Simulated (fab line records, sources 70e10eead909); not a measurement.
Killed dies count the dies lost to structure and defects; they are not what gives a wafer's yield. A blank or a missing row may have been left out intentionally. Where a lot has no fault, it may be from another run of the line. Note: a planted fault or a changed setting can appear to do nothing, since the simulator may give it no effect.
Code-filled problem report in 8D (eight disciplines) form    flow nand harc    the parts of the form that need people (team, actions taken, sign-off) are left out

== 1. WHAT IS WRONG ==
At NHARC_A_STAIRCASE_ETCH_188, run length s averages 59.2 s over 4 wafers from 2 lots, while fault-free wafers read 62.0 s, standard deviation 0.49. That puts it -5.7 standard deviations away from the usual mean.
The step: etches the open film in C4F8/O2, target depth 100 nm, time 40.5 s.
The first sign was on wafer L321.2 at day 22 13:19, on rie diel-11. The record has a number at this step for 37 wafers belonging to 13 lots. Rule for "out", or "out of limits": more than 4 standard deviations from the usual mean. Any other wafer with a number is counted as sound.

== 2. WHAT IT IS, WHAT IT ISN'T ==
question                     is                      is not
which readings at this step  run length s            oes product au, rf vpp V
which lots                   L321, L322              L304, L305, L307, L308, L312, L313, L314, L315, L325, L326, L327
which wafers of those lots   all that have a number  -
read on which tools          rie diel-11             rie diel-02, rie diel-04
when                         from day 22 13:19       up to then (24 sound wafers); but 9 sound wafers of L325, L326, L327 came after

== 3. THE SUSPECTS, EACH WITH WHAT RULES IT OUT ==
Counting: a tool at a process step up to the reading stays a suspect if it ran every lot that is out and no sound lot after the first of them.
- rie diel-02 at NHARC_A_STAIRCASE_ETCH_25 (etches the open film in C4F8/O2, target depth 100 nm, time 40.5 s): ruled out as a lasting fault. Following L321 (day 22 13:19), the first lot on it that is out, the sound lots L327 were run on it. With no start given for some of its lots, NHARC_A_STAIRCASE_ETCH_25 uses the hours and lot order of NHARC_A_STAIRCASE_ETCH_188.
- rie diel-02 at NHARC_A_STAIRCASE_ETCH_27 (etches the open film in C4F8/O2, target depth 100 nm, time 40.5 s): ruled out as a lasting fault. Following L321 (day 22 13:19), the first lot on it that is out, the sound lots L327 were run on it. With no start given for some of its lots, NHARC_A_STAIRCASE_ETCH_27 uses the hours and lot order of NHARC_A_STAIRCASE_ETCH_188.
- rie diel-11 at NHARC_A_STAIRCASE_ETCH_188 (etches the open film in C4F8/O2, target depth 100 nm, time 40.5 s): kept. All lots that are out passed through it, beginning with L321 at day 22 13:19, and no sound lot followed; its final sound lot before that point was L312 at day 19 02:46. On those wafers its own readings are out: run length s.
Left after counting: rie diel-11 at NHARC_A_STAIRCASE_ETCH_188.

== 4. THE CAUSE (what the simulator had put in) ==
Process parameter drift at NHARC_A_STAIRCASE_ETCH_188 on rie diel-11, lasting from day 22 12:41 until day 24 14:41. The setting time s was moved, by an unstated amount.
Counting left only this tool.

== 5. SEQUENCE OF EFFECTS, ordered by route ==
Each row: a reading whose mean over the struck wafers that have a number lies more than 3 standard deviations from the usual. Only readings for which the record gives a usual standard deviation are gone through. hours: the time from each lot's start at the first step in this table that gives one to its start at this step, as a median over the lots. sigmas: the change in usual standard deviations.
hours  step                        reading       usual   on struck wafers  change  sigmas
0      NHARC_A_STAIRCASE_ETCH_188  run length s  62.0 s  59.2              -2.8    -5.7
Here are the process steps it includes:
- NHARC_A_STAIRCASE_ETCH_188: etches the open film in C4F8/O2, target depth 100 nm, time 40.5 s.

== 6. WHAT WOULD HAVE CAUGHT IT SOONER ==
In this record the first reading out of limits was taken at day 22 13:19, 1 hour after the fault began at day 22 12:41.
